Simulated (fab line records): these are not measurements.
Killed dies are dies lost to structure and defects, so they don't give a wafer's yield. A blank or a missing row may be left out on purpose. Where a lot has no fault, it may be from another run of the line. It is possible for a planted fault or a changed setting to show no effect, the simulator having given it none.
fab line records -- flow nand_harc -- part 2 of 2: steps 17 to 29 of 29
record: lots: 5, wafers: 15, last_day: 24
route steps=1159 shown A_STAIRCASE@609
lots that met no fault: taken from a fault-free run of the same line
start_h: hours from the record's opening day to when the first of the lot's shown wafers began -- wait_h: time in hours since the lot's previous step -- " the same as in the row above -- L1.1+2: several wafers, shown together as one row -- - no value present, or no start provided -- * or withheld: withheld -- < > ~ a bound
route shown NAME@n: NAME is a module with steps in the file, n the number in the route of the first one -- usual: the fault-free wafers' mean and standard deviation -- same: alike in all rows -- chamber/n: place in a boat -- sites: per-site readings -- _std_site: how widely they spread, as a standard deviation -- _edge_site: inner sites' mean taken away from outer sites' mean -- radius_mm: for every site, how far away it sits from the centre of the wafer -- mask NAME#n: copy n -- behind: tool/chamber where the wafer was last shaped -- hold: the reason the lot was held/the length of the hold in hours/how it ended -- device: transistor that didn't switch, given as n, p or np -- end of line: the route-end tests of the same wafers -- a step with no rows: only its recipe -- killed: not the wafer's yield, but the dies lost to structure and defects at the first sort -- map: a wafer's dies, x killed, . not, _ none there
set.NAME: the setting that was run; set.NAME@STEP: the one run at that earlier step -- model.NAME: the simulator's own value behind a step, which no gauge read
a table for each step, a row for each wafer; lots at some steps of the route
services: the hour from which a tool's chamber was out of use, counted from the record's first day as start_h (under 0 if before that day), plus the number of hours and why
== steps ==
step: NHARC_A_STAIRCASE_TRIM_233
recipe: time_s: 211.2, o2_flow_sccm: 500, ar_flow_sccm: 0, bias_w: 0, chemistry: O2
usual: drypump_motor_current_A: 5.9/0.48, oes_product_au: 1.002/0.011, rf_vpp_V: 57.8/1, showerhead_plenum_p_Torr: 3.51/0.17, throttle_valve_pct: 17.037/0.0097
lot.wafer,tool,chamber,start_h,wait_h,drypump_motor_current_A,oes_product_au,rf_hours_counter_h,rf_vpp_V,showerhead_plenum_p_Torr,throttle_valve_pct
L083.4,rie_diel-13,3,-,-,6.4,0.984,3,59.9,3.81,17.041
L083.3,rie_diel-13,0,-,-,5.0,1.025,3,58.3,3.35,17.041
L083.5,rie_diel-13,3,-,-,6.4,0.988,-,58.7,3.81,17.040
L085.4,rie_diel-13,2,-,-,6.0,0.994,14,56.8,3.62,17.054
L085.5,rie_diel-13,3,-,-,6.4,0.987,-,59.1,3.80,17.047
L085.6,rie_diel-13,0,-,-,5.0,1.014,-,58.1,3.34,17.049
L087.3,rie_diel-03,0,-,-,5.8,0.992,39,56.4,3.49,17.014
L087.1,rie_diel-03,3,-,-,6.2,1.001,42,57.6,3.50,17.047
L087.6,rie_diel-03,2,-,-,6.3,1.006,-,58.3,3.29,17.044
L092.3,rie_diel-13,0,-,-,5.0,1.030,26,57.9,3.34,17.023
L092.1,rie_diel-13,1,-,-,6.2,1.006,26,57.0,3.63,17.034
L092.2,rie_diel-13,2,-,-,6.1,1.004,25,59.3,3.61,17.041
L097.1,rie_diel-03,2,-,-,6.3,1.006,61,57.5,3.28,17.038
L097.3,rie_diel-03,0,-,-,5.9,1.007,59,57.9,3.48,17.033
L097.5,rie_diel-03,3,-,-,6.2,1.010,-,56.9,3.49,17.026
step: NHARC_A_STAIRCASE_ETCH_234
recipe: target_depth_a: 1000, time_s: 40.5, ion_energy_ev: 400, c4f8_flow_sccm: 20, o2_flow_sccm: 10, ar_flow_sccm: withheld, rf_w: 600, bias_w: 1000, chemistry: C4F8/O2
usual: oes_product_au: 0.943/0.01, rf_fwd_power_W: 591.8/2.3, rf_vpp_V: 895/6.2
lot.wafer,tool,chamber,start_h,wait_h,oes_product_au,rf_fwd_power_W,rf_hours_counter_h,rf_vpp_V
L083.4,rie_diel-13,2,-,-,0.943,587.0,3,901
L083.3,rie_diel-13,3,-,-,0.939,594.3,3,905
L083.5,rie_diel-13,3,-,-,0.937,593.1,-,905
L085.4,rie_diel-13,0,-,-,0.960,589.8,16,890
L085.5,rie_diel-13,0,-,-,0.963,589.9,-,889
L085.6,rie_diel-13,1,-,-,0.951,593.3,-,899
L087.1,rie_diel-03,2,-,-,0.934,589.1,42,887
L087.3,rie_diel-03,0,-,-,0.944,591.5,39,896
L087.6,rie_diel-03,0,-,-,0.951,593.0,-,895
L092.3,rie_diel-13,2,-,-,0.957,589.9,25,896
L092.1,rie_diel-13,0,-,-,0.961,587.3,27,888
L092.2,rie_diel-13,1,-,-,0.958,593.2,26,899
L097.3,rie_diel-03,0,-,-,0.940,593.5,60,895
L097.1,rie_diel-03,2,-,-,0.938,592.2,61,888
L097.5,rie_diel-03,2,-,-,0.940,593.3,-,886
step: NHARC_A_STAIRCASE_TRIM_235
recipe: time_s: 211.2, o2_flow_sccm: 500, ar_flow_sccm: 0, bias_w: 0, chemistry: O2
usual: drypump_motor_current_A: 6.0/0.46, oes_product_au: 1.001/0.012, rf_vpp_V: 57.7/0.96, showerhead_plenum_p_Torr: 3.51/0.17, throttle_valve_pct: 17.037/0.0091
lot.wafer,tool,chamber,start_h,wait_h,drypump_motor_current_A,oes_product_au,rf_hours_counter_h,rf_vpp_V,showerhead_plenum_p_Torr,throttle_valve_pct
L083.4,rie_diel-13,3,-,-,6.4,0.986,3,59.9,3.81,17.032
L083.3,rie_diel-13,1,-,-,6.3,1.010,3,58.0,3.64,17.026
L083.5,rie_diel-13,3,-,-,6.4,0.972,-,57.9,3.81,17.022
L085.4,rie_diel-13,2,-,-,6.1,1.007,14,58.1,3.62,17.050
L085.6,rie_diel-13,0,-,-,5.0,1.016,-,58.1,3.34,17.035
L085.5,rie_diel-13,1,-,-,6.2,1.006,-,58.4,3.64,17.044
L087.1,rie_diel-03,3,-,-,6.2,1.012,42,57.7,3.50,17.016
L087.3,rie_diel-03,0,-,-,5.8,1.002,39,58.3,3.49,17.014
L087.6,rie_diel-03,0,-,-,5.8,1.000,-,59.6,3.49,17.042
L092.2,rie_diel-13,1,-,-,6.2,1.006,26,58.4,3.63,17.040
L092.1,rie_diel-13,3,-,-,6.4,0.992,25,58.7,3.79,17.039
L092.3,rie_diel-13,0,-,-,5.0,1.012,27,57.7,3.34,17.029
L097.3,rie_diel-03,0,-,-,5.8,1.008,60,57.5,3.48,17.038
L097.1,rie_diel-03,2,-,-,6.3,1.016,61,55.9,3.28,17.027
L097.5,rie_diel-03,0,-,-,5.8,0.998,-,57.6,3.48,17.030
step: NHARC_A_STAIRCASE_ETCH_236
recipe: target_depth_a: 1000, time_s: 40.5, ion_energy_ev: 400, c4f8_flow_sccm: 20, o2_flow_sccm: 10, ar_flow_sccm: withheld, rf_w: 600, bias_w: 1000, chemistry: C4F8/O2
usual: oes_product_au: 0.943/0.014, rf_fwd_power_W: 591.4/2.6, rf_vpp_V: 895/6.2
lot.wafer,tool,chamber,start_h,wait_h,oes_product_au,rf_fwd_power_W,rf_hours_counter_h,rf_vpp_V
L083.4,rie_diel-13,1,-,-,0.940,593.1,3,900
L083.3,rie_diel-13,2,-,-,0.933,590.9,3,898
L083.5,rie_diel-13,3,-,-,0.929,589.4,-,906
L085.4,rie_diel-13,1,-,-,0.938,594.2,16,900
L085.6,rie_diel-13,3,-,-,0.941,594.4,-,905
L085.5,rie_diel-13,0,-,-,0.959,589.5,-,887
L087.3,rie_diel-03,0,-,-,0.951,591.6,39,895
L087.1,rie_diel-03,3,-,-,0.954,587.6,42,895
L087.6,rie_diel-03,0,-,-,0.941,593.6,-,896
L092.1,rie_diel-13,2,-,-,0.951,590.8,25,898
L092.2,rie_diel-13,0,-,-,0.969,588.0,27,890
L092.3,rie_diel-13,1,-,-,0.953,593.1,26,900
L097.1,rie_diel-03,0,-,-,0.937,594.4,60,895
L097.3,rie_diel-03,2,-,-,0.942,588.4,62,886
L097.5,rie_diel-03,0,-,-,0.935,593.1,-,894
step: NHARC_A_STAIRCASE_STRIP_238
recipe: power_w: 1500, temp_c: 250, chemistry: O2
usual: drypump_motor_current_A: 5.65/0.28, heater_power_w: 344/28, rf_refl_power_W: 21/3.5
lot.wafer,tool,chamber,start_h,wait_h,drypump_motor_current_A,heater_power_w,rf_hours_counter_h,rf_refl_power_W
L083.3,plasma_asher-02,1,294.17,0.2,5.85,388,-,-
L083.4,plasma_asher-02,0,294.17,0.2,5.27,348,-,-
L083.5,plasma_asher-02,0,294.17,0.2,5.26,333,-,-
L085.4,plasma_asher-01,1,322.51,0.2,5.44,333,-,-
L085.6,plasma_asher-01,1,322.51,0.2,5.45,345,-,-
L085.5,plasma_asher-01,0,322.51,0.2,5.93,326,-,-
L087.1,plasma_asher-01,0,330.79,0.1,5.96,320,13,16
L087.3,plasma_asher-01,0,330.79,0.1,5.94,326,-,16
L087.6,plasma_asher-01,0,330.79,0.1,5.97,314,-,17
L092.1,plasma_asher-02,1,349.74,0.1,5.90,411,55,24
L092.2,plasma_asher-02,0,349.74,0.1,5.29,344,55,21
L092.3,plasma_asher-02,0,349.74,0.1,5.30,332,-,21
L097.1,plasma_asher-01,1,376.84,0.1,5.44,341,35,-
L097.3,plasma_asher-01,1,376.84,0.1,5.44,342,-,-
L097.5,plasma_asher-01,1,376.84,0.1,5.44,340,-,-
step: NHARC_A_STAIRCASE_STRIP_239
recipe: time_s: 900, temp_c: 130, chemistry: SPM
lot.wafer,tool,chamber,start_h,wait_h
L083.4+5+3,wet_bench-02,"3,5,7",294.42,0.2
L085.4+5+6,wet_bench-04,"5,0,1",322.77,0.2
L087.3+1+6,wet_bench-02,"6,0,2",331.14,0.2
L092.1+3+2,wet_bench-02,"7,1,2",350.09,0.3
L097.3+1+5,wet_bench-04,"3,4,6",377.15,0.2
step: NHARC_A_STAIRCASE_PRECLEAN_240
recipe: time_s: *, temp_c: 50, bath_age_min: 0, chemistry: SC1
lot.wafer,tool,chamber,start_h,wait_h
L083.4+5+3,wet_bench-02,"3,5,7",-,-
L085.4+5+6,wet_bench-04,"5,0,1",-,-
L087.3+1+6,wet_bench-02,"6,0,2",-,-
L092.1+3+2,wet_bench-02,"7,1,2",-,-
L097.3+1+5,wet_bench-04,"3,4,6",-,-
step: NHARC_A_STAIRCASE_SRD_241
lot.wafer,tool,chamber,start_h,wait_h
L083.4+5+3,wet_bench-02,"3,5,7",-,-
L085.4+5+6,wet_bench-04,"5,0,1",-,-
L087.3+1+6,wet_bench-02,"6,0,2",-,-
L092.1+3+2,wet_bench-02,"7,1,2",-,-
L097.3+1+5,wet_bench-04,"3,4,6",-,-
step: NHARC_A_STAIRCASE_DEHYDRATE_242
recipe: temp_c: 150, time_s: 120
lot.wafer,tool,chamber,start_h,wait_h
L083.3+4+5,litho_track-02,0,294.87,-
L085.4+5+6,litho_track-03,0,323.22,-
L087.1+3+6,litho_track-05,0,331.60,-
L092.1+2+3,litho_track-05,0,350.55,-
L097.1+3+5,litho_track-03,0,377.61,-
step: NHARC_A_STAIRCASE_HMDS_243
recipe: time_s: 30
lot.wafer,tool,chamber,start_h,wait_h
L083.3+4+5,litho_track-02,0,-,-
L085.4+5+6,litho_track-03,0,-,-
L087.1+3+6,litho_track-05,0,-,-
L092.1+2+3,litho_track-05,0,-,-
L097.1+3+5,litho_track-03,0,-,-
step: NHARC_A_STAIRCASE_COAT_244
recipe: spin_rpm: 1200
lot.wafer,tool,chamber,start_h,wait_h
L083.3+4+5,litho_track-02,0,-,-
L085.4+5+6,litho_track-03,0,-,-
L087.1+3+6,litho_track-05,0,-,-
L092.1+2+3,litho_track-05,0,-,-
L097.1+3+5,litho_track-03,0,-,-
step: NHARC_A_STAIRCASE_SOFTBAKE_245
recipe: temp_c: 135, time_s: 170
lot.wafer,tool,chamber,start_h,wait_h
L083.3+4+5,litho_track-02,0,-,-
L085.4+5+6,litho_track-03,0,-,-
L087.1+3+6,litho_track-05,0,-,-
L092.1+2+3,litho_track-05,0,-,-
L097.1+3+5,litho_track-03,0,-,-
step: NHARC_A_STAIRCASE_EBR_246
lot.wafer,tool,chamber,start_h,wait_h
L083.3+4+5,litho_track-02,0,-,-
L085.4+5+6,litho_track-03,0,-,-
L087.1+3+6,litho_track-05,0,-,-
L092.1+2+3,litho_track-05,0,-,-
L097.1+3+5,litho_track-03,0,-,-
== services ==
tool,chamber,start_h,hours,kind
rie_diel-03,0,273.33,-,clean
rie_diel-03,1,273.33,-,clean
rie_diel-03,2,273.33,-,clean
rie_diel-03,3,273.33,-,clean
plasma_asher-01,-,276.00,9.0,pm
rie_diel-13,-,276.05,9.0,pm
rie_diel-03,0,297.90,-,clean
rie_diel-03,1,297.90,-,clean
rie_diel-03,2,297.90,-,clean
rie_diel-03,3,297.90,-,clean
rie_diel-01,-,314.85,9.0,pm
rie_diel-03,0,323.37,-,clean
rie_diel-03,1,323.37,-,clean
rie_diel-03,2,323.37,-,clean
rie_diel-03,3,323.37,-,clean
rie_diel-01,0,337.73,3.3,repair
litho_track-02,-,340.00,7.0,pm
rie_diel-03,2,343.78,5.5,repair
rie_diel-03,0,348.14,-,clean
rie_diel-03,1,348.14,-,clean
rie_diel-03,3,348.14,-,clean
wet_bench-02,-,356.00,8.0,pm
plasma_asher-02,-,360.12,9.0,pm
rie_diel-03,0,373.05,-,clean
